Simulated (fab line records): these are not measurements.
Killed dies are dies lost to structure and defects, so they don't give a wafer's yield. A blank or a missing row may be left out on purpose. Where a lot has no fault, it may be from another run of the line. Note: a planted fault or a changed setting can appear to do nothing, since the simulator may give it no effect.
Struck lot and sound lot, side by side :: flow nand harc :: 15 steps out of a route of 1302
Sound: wafers L767.2, L767.3, L767.4. Struck: wafers L755.1, L755.3, L755.6. Last of all comes the cause.
Per side, at each step with rows, come the tool, then ch with its chambers, and then its first start. Under that, the readings that differ: sound wafers :: struck wafers :: difference of the means :: sigmas: that difference in standard deviations of wafers without a fault.
alike: same words and numbers on both sides, and readings whose means sit less than 2 such deviations apart. not compared: any withheld reading, any reading some wafer has no value for, any bound like >300 that may hide the same value, and any number with overlapping values for which the record gives no deviation.
A row with sigmas, a row that says differs or no value, or rows on one side alone: a step with any of these is where the two part. Numbers that don't overlap but have no deviation are shown without sigmas and don't part them. Lack of a reading on every wafer of one side parts them only where that side has two or more wafers.

NHARC_A_CHANNEL_HOLE_D2_ETCH_44: etches the open film in CF4/O2, target depth 140 nm, overetch 14 nm, time 77 s.
  sound on rie diel-11 ch 0,1,3, day 20 23:42; struck on rie diel-11 ch 0,1,3, day 18 16:10
  alike: drypump motor current A, o2 flow sccm, oes product au, rf vpp V, showerhead plenum p Torr, throttle valve pct
  not compared: rf hours counter h
NHARC_A_CHANNEL_HOLE_D2_STRIP_28: strips in O2.
  sound on rie diel-11 ch 0,2,3; struck on rie diel-11 ch 0,2,3
  alike: drypump motor current A, o2 flow sccm, oes product au, rf vpp V, showerhead plenum p Torr, throttle valve pct
  not compared: rf hours counter h
then, 2 steps without rows for these wafers: NHARC_A_CHANNEL_HOLE_D2_PRECLEAN_29 (cleans in SC1); NHARC_A_CHANNEL_HOLE_D2_SRD_30.
NHARC_A_CHANNEL_HOLE_D2_CD_MEAS_31:
  sound: cd sem-02 at day 21 00:30; struck: cd sem-03 at day 18 16:59
  alike: cd nm
NHARC_A_CHANNEL_HOLE_D2_XSEM_32:
  sound on xsem-01 ch 0, day 21 00:35; struck on xsem-02 ch 0, day 18 17:05
  alike: bot cd nm, bow nm, tilt deg
NHARC_A_CHANNEL_HOLE_D2_INSPECT_40:
  sound: defect inspect-02 at day 21 00:41; struck: defect inspect-02 at day 18 17:10
  alike: raw defect count
then, 2 steps without rows for these wafers: NHARC_A_CHANNEL_FILL_D2_PRECLEAN_00 (cleans in SC1); NHARC_A_CHANNEL_FILL_D2_SRD_01.
NHARC_A_CHANNEL_FILL_D2_ALD_02: deposits SiO2, target thk 6 nm, pulse time 10 s, ald cycles 60.
  sound on ald hk-02 ch 0,1,3, day 21 03:38; struck on ald hk-01 ch 0,1,2, day 18 17:26
  alike: ald cycles, heater power w, precursor pulse height rel
then, 2 steps without rows for these wafers: NHARC_A_CHANNEL_FILL_D2_ALD_03 (deposits SiNx, target thk 6 nm, pulse time 60 s, ald cycles 58); NHARC_A_CHANNEL_FILL_D2_ALD_14 (deposits SiO2, target thk 2.5 nm, pulse time 10 s, ald cycles 25).
NHARC_A_CHANNEL_FILL_D2_ALD_15: deposits SiNx, target thk 2 nm, pulse time 60 s, ald cycles 19.
  sound on ald sin batch-01 ch 0, day 21 13:50; struck on ald sin batch-01 ch 0, day 19 03:31
reading: ald cycles
sound: 19 19 19
struck: 8 8 8
difference: -11
sigmas: 
  alike: precursor pulse height rel
NHARC_A_CHANNEL_FILL_D2_ALD_16: deposits SiO2, target thk 1.5 nm, pulse time 10 s, ald cycles 15.
  sound on ald hk-01 ch 0,2,3, day 21 15:53; struck on ald hk-02 ch 0,3, day 19 05:56
  alike: ald cycles, heater power w, precursor pulse height rel
after that, 1 step had no rows for these wafers: NHARC_END_SORT_01.

== WHERE THEY PART ==
Nowhere in this record.

WHY: the cause the simulator had injected
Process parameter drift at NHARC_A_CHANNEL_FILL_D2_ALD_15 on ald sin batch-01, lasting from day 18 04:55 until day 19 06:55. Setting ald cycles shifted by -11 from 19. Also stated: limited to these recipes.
